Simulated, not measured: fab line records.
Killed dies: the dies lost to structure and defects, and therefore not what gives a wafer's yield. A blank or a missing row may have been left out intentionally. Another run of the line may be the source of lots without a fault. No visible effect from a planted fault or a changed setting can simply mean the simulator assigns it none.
Chamber matching | flow nandHarc | NHARC_P_GATE_STRIP_101 on rieDiel-11 has 4 sister chambers
The step strips in O2, time 20 s. 4 wafers are shown with their chamber, then 9 later ones without.

## WAFERS, EACH WITH ITS CHAMBER
wafer  | chamber | drypumpMotorCurrentA (A)
L084.3 | 0       | 5.7
L091.1 | 3       | 5.5
L091.2 | 2       | 6.6
L091.3 | 1       | 4.9

## WAFERS WHOSE CHAMBER IS MISSING
wafer  | drypumpMotorCurrentA (A)
L091.4 | 5.6
L091.5 | 6.6
L091.6 | 5.5
L092.4 | 6.6
L092.5 | 4.9
L092.6 | 6.6
L093.1 | 4.9
L093.4 | 5.5
L093.5 | 6.6

## EACH ONE'S CHAMBER
wafer  | from the rows above     | in truth
L091.4 | can't be placed: 3 or 0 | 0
L091.5 | 2                       | 2
L091.6 | 3                       | 3
L092.4 | 2                       | 2
L092.5 | 1                       | 1
L092.6 | 2                       | 2
L093.1 | 1                       | 1
L093.4 | 3                       | 3
L093.5 | 2                       | 2
Placed correctly: 8 of 9. Cannot be placed on the basis of these rows: 1; the candidates contain the true chamber in 1. Placed wrongly: 0.
How it was worked out, from the rows above alone: a wafer's distance from a chamber is the root of the sum, over the readings, of the square of ((its reading less the chamber's mean) divided by the reading's scatter). The wafer belongs to the nearest chamber; if the next one is less than 2 further off, it can't be placed. Each chamber's mean is taken over the wafers shown for it. The scatter: with one shown wafer a chamber, the root of the mean of the squares of how far each hidden wafer lies from its nearest shown one.
